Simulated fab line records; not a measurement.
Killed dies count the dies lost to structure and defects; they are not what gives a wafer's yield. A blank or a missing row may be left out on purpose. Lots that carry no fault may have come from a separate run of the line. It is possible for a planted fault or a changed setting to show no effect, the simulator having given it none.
8D (eight disciplines) problem report, filled in by code	flow n5-finfet	the parts of the form that need people (team, actions taken, sign-off) are left out

== 1. THE PROBLEM ==
killed-at-other at N5_PASSIVATION_PROBE_49 reads a mean of 113.4 on 5 wafers of 2 lots; wafers without a fault read 3.5 with a standard deviation of 2.6. That puts it +42 standard deviations away from the usual mean.
Seen first at day 13 06:14 on prober-02, wafer L965.1. The record holds 6 wafers of 3 lots with a number at this step. Rule for "out", or "out of limits": more than 4 standard deviations from the usual mean. The rest of the wafers with a number are treated as sound.

== 2. WHAT IT IS, AND WHAT IT ISN'T ==
question	is	is not
which readings at this step	killed-at-other, killed-on-rim, sort_bin_5_function	killed_at_M0_to_M3, killed_at_M4_up, killed-at-contacts, killed-short, sort_bin_4_leakage, sort_bin_6_memory, sort_bin_8_speed
which lots	L964, L965	L976
which wafers of those lots	all that have a number	-
read on which tools	prober-01, prober-02	-
when	from day 13 06:14	up to then (0 sound wafers); but 1 sound wafer of L976 came after

== 3. WHAT RULES OUT EACH SUSPECT ==
Counting: a tool stays on the suspect list if, at a process step up to the reading, it processed all lots that are out and no sound lot following the first of them.
- pecvd-02 at N5_PASSIVATION_PECVD_55 (deposits SiO2 from SiH4/N2O, target thk 400 nm, time 22.5 s): kept. It ran every lot that is out, first L965 (day 12 22:26), and no sound lot after that.
- rie-metal-03 at N5_PASSIVATION_ETCH_59 (etches TaN in Cl2/BCl3, target depth 65 nm, time 34.9 s): kept. It ran every lot that is out, first L965 (day 13 01:55), and no sound lot after that.
What counting leaves: pecvd-02 at N5_PASSIVATION_PECVD_55 and rie-metal-03 at N5_PASSIVATION_ETCH_59.

== 4. THE CAUSE (what the simulator had put in) ==
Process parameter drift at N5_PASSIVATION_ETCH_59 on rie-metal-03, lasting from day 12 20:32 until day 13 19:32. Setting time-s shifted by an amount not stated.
Counting left 2 suspects, and this tool is among them.

== 5. THE EFFECT CHAIN, in route order ==
Each row: a reading where the mean over the struck wafers with a number is more than 3 standard deviations away from the usual. Readings are gone through only where the record gives a usual standard deviation; hours: the median, over the lots, of the time from a lot's start at the first step in this table giving one to that lot's start at this step; sigmas: the change measured in usual standard deviations.
hours	step	reading	usual	on struck wafers	change	sigmas
0	N5_PASSIVATION_PROBE_49	defect-limited-yield	91.3 %	81.7	-9.6	-6.8
0	N5_PASSIVATION_PROBE_49	killed-at-other	3.5	113.4	+109.9	+42
0	N5_PASSIVATION_PROBE_49	killed-dies	103	216	+113	+6.6
0	N5_PASSIVATION_PROBE_49	killed-on-rim	14	67	+53	+13
0	N5_PASSIVATION_PROBE_49	sort_bin_5_function	5.0 %	14.5	+9.5	+10
0	N5_PASSIVATION_PROBE_49	sort-n-pass	1076	964	-112	-6.6
0	N5_PASSIVATION_PROBE_49	sort-yield-pct	91.2 %	81.7	-9.5	-6.8
Its process steps:
- N5_PASSIVATION_PROBE_49

== 6. WHAT WOULD HAVE CAUGHT IT SOONER ==
The fault began at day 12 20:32; the first out-of-limits reading in this record came at day 13 06:14, 10 hours later.
An alarm limit of 4 standard deviations would not have fired on the tool readings at N5_PASSIVATION_ETCH_59 for which the record gives a usual standard deviation, since none of them was out on any struck wafer.
L964, from the lots that are out (2), started N5_PASSIVATION_ETCH_59 on rie-metal-03 later than day 13 06:14. Putting the tool on hold at that point would have spared it.
